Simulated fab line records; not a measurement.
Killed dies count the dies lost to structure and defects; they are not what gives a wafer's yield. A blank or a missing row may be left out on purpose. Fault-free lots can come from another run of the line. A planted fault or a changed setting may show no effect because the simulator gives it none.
Which of the tools did it? ; flow nand-harc ; Sampling: 24 lots, 72 wafers, 6 of 1159 route steps

## WHAT EACH GAUGE READ, for each wafer
NHARC_A_M0_CD_MEAS_09 targets a cd of 80 nm.
lot;measured;on;cd-nm (nm)
L074;day 18 07:36;cd-sem-02;79.3 80.0 80.0
L077;day 18 15:15;cd-sem-02;81.4 81.0 80.1
L076;day 18 16:08;cd-sem-03;81.1 80.5 79.7
L075;day 18 20:49;cd-sem-01;80.0 80.4 81.2
L079;day 19 07:29;cd-sem-01;80.6 80.3 80.4
L078;day 19 12:38;cd-sem-01;80.0 80.5 80.1
L081;day 19 13:04;cd-sem-03;79.7 79.5 79.5
L080;day 20 02:11;cd-sem-02;80.6 80.6 79.8
L084;day 20 10:45;cd-sem-03;80.7 81.1 80.8
L082;day 20 07:12;cd-sem-02;80.7 81.2 80.9
L083;day 20 13:36;cd-sem-02;81.4 80.5 81.1
L085;day 20 13:56;cd-sem-02;81.2 81.1 80.7
L087;day 20 16:27;cd-sem-03;81.4 81.9 80.3
L089;day 20 17:44;cd-sem-02;80.3 80.5 80.5
L090;day 21 15:22;cd-sem-03;80.5 79.9 81.4
L086;day 22 01:08;cd-sem-01;80.2 79.0 80.3
L091;day 21 20:40;cd-sem-03;80.3 79.7 80.6
L088;day 22 01:19;cd-sem-03;80.2 81.0 81.6
L092;day 22 02:10;cd-sem-03;81.5 80.2 80.7
L093;day 22 06:50;cd-sem-03;80.6 80.9 80.1
L096;day 22 17:18;cd-sem-02;80.3 80.5 80.0
L094;day 22 22:36;cd-sem-02;79.8 80.1 79.8
L095;day 23 06:12;cd-sem-03;80.5 80.5 80.2
L097;day 23 07:23;cd-sem-03;79.9 79.5 79.5

NHARC_A_M0_OVL_MEAS_10: pitch 160 nm.
lot;measured;on;overlay-x-nm (nm);overlay-y-nm (nm)
L074;day 18 07:41;overlay-02;2.2 2.1 2.3;0.6 1.0 0.9
L077;day 18 15:20;overlay-02;-0.4 -0.1 -0.1;2.0 1.7 2.1
L076;day 18 16:13;overlay-02;-0.4 -1.4 -1.2;0.7 1.1 0.5
L075;day 18 20:53;overlay-02;1.0 0.5 0.8;1.6 1.5 1.7
L079;day 19 07:35;overlay-02;0.5 0.7 0.5;0.9 0.5 0.7
L078;day 19 12:43;overlay-01;-0.2 0.0 -0.4;0.8 0.6 0.6
L081;day 19 13:10;overlay-01;-0.2 0.4 0.5;1.3 0.6 0.8
L080;day 20 02:16;overlay-02;1.0 0.8 0.3;-0.1 0.1 0.2
L084;day 20 10:50;overlay-02;-0.9 -0.4 -0.4;1.8 1.8 1.5
L082;day 20 07:17;overlay-01;2.4 2.2 2.1;-0.1 -0.1 -0.1
L083;day 20 13:41;overlay-01;0.0 0.2 -0.4;-2.1 -2.2 -1.1
L085;day 20 14:01;overlay-02;-0.4 -0.5 -1.4;-0.1 0.2 0.2
L087;day 20 16:32;overlay-02;0.3 -0.4 0.2;0.1 0.1 0.8
L089;day 20 17:49;overlay-01;-0.2 -1.2 -0.2;-0.8 -0.6 -1.0
L090;day 21 15:27;overlay-02;0.2 0.1 -0.1;0.3 -0.3 0.0
L086;day 22 01:14;overlay-02;-0.2 -0.1 -0.1;1.5 1.9 1.4
L091;day 21 20:46;overlay-01;-0.7 -0.2 -0.2;-0.7 -0.2 0.2
L088;day 22 01:25;overlay-02;0.5 0.6 0.9;1.1 1.0 1.4
L092;day 22 02:16;overlay-01;-0.4 -0.2 -0.6;0.9 0.3 0.7
L093;day 22 06:56;overlay-01;0.0 -0.1 0.2;0.6 0.1 0.8
L096;day 22 17:23;overlay-01;0.9 0.7 0.4;0.9 1.6 1.4
L094;day 22 22:41;overlay-02;-1.1 -1.7 -1.4;0.0 0.2 -0.3
L095;day 23 06:17;overlay-01;-1.0 -1.3 -1.7;-0.2 0.0 -0.5
L097;day 23 07:28;overlay-02;0.1 -0.3 0.0;-0.7 -1.1 -0.8

## WHICH TOOL RAN EACH LOT (tool, then ch and the chambers of the sampled wafers, then the start)
lot;NHARC_A_CONTACT_DEP_57;NHARC_A_CONTACT_ETCH_132;NHARC_A_CONTACT_ETCH_91;NHARC_A_BLC_DESCUM_15
L074;acl-dep-02 ch 0, day 16 06:42;har-cap-etch-01 ch 0,1, day 16 10:52;rie-diel-07 ch 0,1, day 16 11:32;rie-diel-08 ch 2,3, day 17 19:03
L077;acl-dep-02 ch 0, day 17 08:25;har-cap-etch-03 ch 0,1, day 17 13:22;rie-diel-06 ch 0,1,3, day 17 14:06;rie-diel-08 ch 1,2,3, day 18 08:04
L076;acl-dep-01 ch 0, day 17 08:46;har-cap-etch-01 ch 0,1, day 17 13:41;rie-diel-07 ch 0,2,3, day 17 14:29;rie-diel-04 ch 1,2,3, day 18 08:25
L075;acl-dep-02 ch 0, day 17 14:07;har-cap-etch-02 ch 0,1, day 17 19:15;rie-diel-02 ch 0,1, day 17 19:58;rie-diel-08 ch 0,3, day 18 12:46
L079;acl-dep-02 ch 0, day 18 03:17;har-cap-etch-03 ch 0,1, day 18 08:33;rie-diel-02 ch 0,1,3, day 18 09:24;rie-diel-04 ch 0,1,2, day 18 21:15
L078;acl-dep-02 ch 0, day 18 09:23;har-cap-etch-01 ch 0,1, day 18 13:35;rie-diel-02 ch 2,3, day 18 14:15;rie-diel-04 ch 0,1,2, day 19 06:59
L081;acl-dep-03 ch 0, day 18 12:34;har-cap-etch-02 ch 0,1, day 18 17:27;rie-diel-07 ch 0,1,3, day 18 18:10;rie-diel-08 ch 0,2,3, day 19 07:37
L080;acl-dep-02 ch 0, day 19 01:59;har-cap-etch-01 ch 0,1, day 19 06:20;rie-diel-06 ch 2,3, day 19 06:58;rie-diel-04 ch 0,3, day 19 22:19
L084;acl-dep-02 ch 0, day 19 10:40;har-cap-etch-03 ch 0,1, day 19 16:05;rie-diel-07 ch 0,1,3, day 19 16:58;rie-diel-04 ch 0,3, day 20 06:43
L082;acl-dep-01 ch 0, day 19 11:11;har-cap-etch-01 ch 0,1, day 19 15:26;rie-diel-02 ch 0,1,3, day 19 16:08;rie-diel-04 ch 2,3, day 20 01:32
L083;acl-dep-03 ch 0, day 19 16:11;har-cap-etch-03 ch 0,1, day 19 20:26;rie-diel-06 ch 0,2,3, day 19 21:08;rie-diel-08 ch 0,2, day 20 07:54
L085;acl-dep-01 ch 0, day 19 16:30;har-cap-etch-01 ch 0,1, day 19 21:52;rie-diel-07 ch 0,1, day 19 22:35;rie-diel-08 ch 0,2,3, day 20 09:47
L087;acl-dep-03 ch 0, day 19 20:31;har-cap-etch-03 ch 0,1, day 20 02:04;rie-diel-07 ch 0,1,2, day 20 02:50;rie-diel-08 ch 2,3, day 20 12:29
L089;acl-dep-01 ch 0, day 19 22:29;har-cap-etch-02 ch 0,1, day 20 02:40;rie-diel-07 ch 1,2,3, day 20 03:21;rie-diel-10 ch 2,3, day 20 13:46
L090;acl-dep-03 ch 0, day 20 02:17;har-cap-etch-01 ch 0,1, day 20 07:38;rie-diel-07 ch 1,3, day 20 08:20;rie-diel-04 ch 0,1,2, day 20 22:01
L086;acl-dep-01 ch 0, day 20 03:40;har-cap-etch-02 ch 0,1, day 20 08:40;rie-diel-02 ch 0,3, day 20 09:22;rie-diel-08 ch 1,3, day 21 15:58
L091;acl-dep-02 ch 0, day 20 06:08;har-cap-etch-03 ch 0,1, day 20 11:11;rie-diel-02 ch 0,1,2, day 20 11:53;rie-diel-08 ch 0,1,3, day 21 14:47
L088;acl-dep-03 ch 0, day 20 08:59;har-cap-etch-01 ch 0,1, day 20 13:52;rie-diel-02 ch 0,1,3, day 20 14:34;rie-diel-04 ch 0,1,2, day 21 16:42
L092;acl-dep-03 ch 0, day 21 02:19;har-cap-etch-02 ch 0,1, day 21 07:14;rie-diel-06 ch 2,3, day 21 07:57;rie-diel-04 ch 0,2,3, day 21 20:23
L093;acl-dep-03 ch 0, day 21 08:17;har-cap-etch-03 ch 0,1, day 21 13:08;rie-diel-06 ch 1,2,3, day 21 13:51;rie-diel-08 ch 0,1,3, day 22 02:24
L096;acl-dep-03 ch 0, day 21 18:31;har-cap-etch-02 ch 0,1, day 21 23:41;rie-diel-07 ch 0,1, day 22 00:24;rie-diel-04 ch 0,1, day 22 11:01
L094;acl-dep-02 ch 0, day 22 01:21;har-cap-etch-03 ch 0,1, day 22 06:11;rie-diel-07 ch 0,1,3, day 22 06:54;rie-diel-04 ch 0,2,3, day 22 18:00
L095;acl-dep-01 ch 0, day 22 04:22;har-cap-etch-02 ch 0,1, day 22 09:48;rie-diel-07 ch 0,1, day 22 10:29;rie-diel-08 ch 1,2, day 22 22:36
L097;acl-dep-02 ch 0, day 22 10:01;har-cap-etch-03 ch 0,1, day 22 15:28;rie-diel-07 ch 0,1,3, day 22 16:11;rie-diel-08 ch 0,1,2, day 23 01:04
- NHARC_A_CONTACT_DEP_57: deposits aC, target thk 2800 nm.
- NHARC_A_CONTACT_ETCH_132: etches the open film in C4F8/O2/Ar, time 156 s, target depth 958 nm.
- NHARC_A_CONTACT_ETCH_91: etches the open film in CH3F/O2, target depth 40 nm, time 85.7 s.
- NHARC_A_BLC_DESCUM_15: chemistry O2, time 3 s.

## WHAT THE TOOLS THEMSELVES READ (means of the sampled wafers that have a number; where no wafer has one, the mark that the record gives instead)
NHARC_A_CONTACT_DEP_57.
lot;tool;throttle-valve-pct (%)
L074;acl-dep-02;34.997
L077;acl-dep-02;35.012
L076;acl-dep-01;34.995
L075;acl-dep-02;35.004
L079;acl-dep-02;35.004
L078;acl-dep-02;34.996
L081;acl-dep-03;34.997
L080;acl-dep-02;35.004
L084;acl-dep-02;34.996
L082;acl-dep-01;35.006
L083;acl-dep-03;34.996
L085;acl-dep-01;35.004
L087;acl-dep-03;35.005
L089;acl-dep-01;35.014
L090;acl-dep-03;34.998
L086;acl-dep-01;34.997
L091;acl-dep-02;34.998
L088;acl-dep-03;35.001
L092;acl-dep-03;34.997
L093;acl-dep-03;34.996
L096;acl-dep-03;35.000
L094;acl-dep-02;35.007
L095;acl-dep-01;35.004
L097;acl-dep-02;34.999

NHARC_A_CONTACT_ETCH_91.
lot;tool;drypump-motor-current-A (A);oes-product-au (a.u.);rf-vpp-V (V);showerhead-plenum-p-Torr (Torr);throttle-valve-pct (%)
L074;rie-diel-07;5.8;0.93;244.8;2.55;20.663
L077;rie-diel-06;6.2;0.92;246.2;2.54;20.667
L076;rie-diel-07;6.0;0.93;244.2;2.46;20.665
L075;rie-diel-02;5.6;0.99;243.0;2.36;20.659
L079;rie-diel-02;5.9;0.92;244.1;2.39;20.660
L078;rie-diel-02;5.9;1.01;244.1;2.44;20.664
L081;rie-diel-07;5.9;0.93;244.2;2.47;20.666
L080;rie-diel-06;5.7;1.02;245.0;2.51;20.660
L084;rie-diel-07;5.9;0.92;244.9;2.47;20.659
L082;rie-diel-02;5.9;1.00;242.9;2.38;20.670
L083;rie-diel-06;6.0;0.99;244.6;2.48;20.664
L085;rie-diel-07;5.7;0.92;245.1;2.53;20.660
L087;rie-diel-07;5.9;0.99;244.7;2.54;20.658
L089;rie-diel-07;6.1;0.93;244.6;2.48;20.669
L090;rie-diel-07;6.1;0.94;244.0;2.41;20.660
L086;rie-diel-02;6.2;0.92;243.3;2.36;20.658
L091;rie-diel-02;5.6;0.92;243.8;2.36;20.666
L088;rie-diel-02;5.9;0.93;242.4;2.38;20.676
L092;rie-diel-06;5.8;1.00;245.1;2.52;20.664
L093;rie-diel-06;5.8;1.01;244.1;2.55;20.659
L096;rie-diel-07;5.8;1.01;245.7;2.55;20.669
L094;rie-diel-07;5.9;0.93;245.7;2.46;20.667
L095;rie-diel-07;5.7;0.93;244.9;2.52;20.664
L097;rie-diel-07;5.9;1.01;244.5;2.46;20.658

NHARC_A_BLC_DESCUM_15.
lot;tool;drypump-motor-current-A (A);oes-product-au (a.u.);rf-vpp-V (V);showerhead-plenum-p-Torr (Torr);throttle-valve-pct (%)
L074;rie-diel-08;5.5;0.991;58.4;2.01;11.310
L077;rie-diel-08;5.7;0.987;58.7;1.98;11.311
L076;rie-diel-04;5.9;1.000;57.5;1.87;11.318
L075;rie-diel-08;5.9;0.988;58.2;1.98;11.305
L079;rie-diel-04;5.6;1.006;57.4;1.87;11.308
L078;rie-diel-04;5.6;1.002;58.2;1.87;11.311
L081;rie-diel-08;5.6;0.989;57.5;1.98;11.301
L080;rie-diel-04;6.4;1.002;57.0;1.82;11.306
L084;rie-diel-04;6.2;0.998;57.2;1.83;11.304
L082;rie-diel-04;6.2;0.997;57.6;1.87;11.312
L083;rie-diel-08;5.4;0.983;57.7;1.97;11.302
L085;rie-diel-08;5.6;0.984;58.1;1.98;11.303
L087;rie-diel-08;5.5;1.000;58.7;2.01;11.312
L089;rie-diel-10;6.3;0.989;58.4;1.99;11.312
L090;rie-diel-04;5.6;0.997;57.2;1.87;11.306
L086;rie-diel-08;6.1;1.000;57.9;1.95;11.311
L091;rie-diel-08;6.1;1.000;58.1;1.95;11.306
L088;rie-diel-04;5.6;0.994;57.7;1.86;11.311
L092;rie-diel-04;6.0;0.991;58.0;1.86;11.314
L093;rie-diel-08;6.1;1.001;58.9;1.95;11.322
L096;rie-diel-04;5.7;1.003;57.7;1.82;11.319
L094;rie-diel-04;6.0;0.997;57.3;1.86;11.314
L095;rie-diel-08;5.4;0.998;57.8;1.96;11.322
L097;rie-diel-08;5.8;1.001;59.0;1.94;11.307

## THE ANSWER, worked out from the rows above alone
Rule: usual is defined by the lots themselves. Put in order of their means at a reading, lots are off if they are a third of the lots or fewer, leave a main group of 4 or more, and stand apart from it by a gap of 3 or more times the standard deviation of the main group's means; of several such gaps the widest counts. A main group is skipped when, at the precision printed for the reading in the tables above, its means are all equal. Also off: a lot with no number at a reading for which 4 or more lots have one. All remaining lots with rows at the step are treated as sound. After the gauges, taken in route order, come the tools' own readings; for these a lot's mean is taken, as printed above. At the first step where some lot is off, the reading lying furthest off is the one used; lots without a number count as furthest.
Across all readings shown, no lot is off: no conclusion can be drawn from this.

## WHAT THE SIMULATOR HAD INSERTED
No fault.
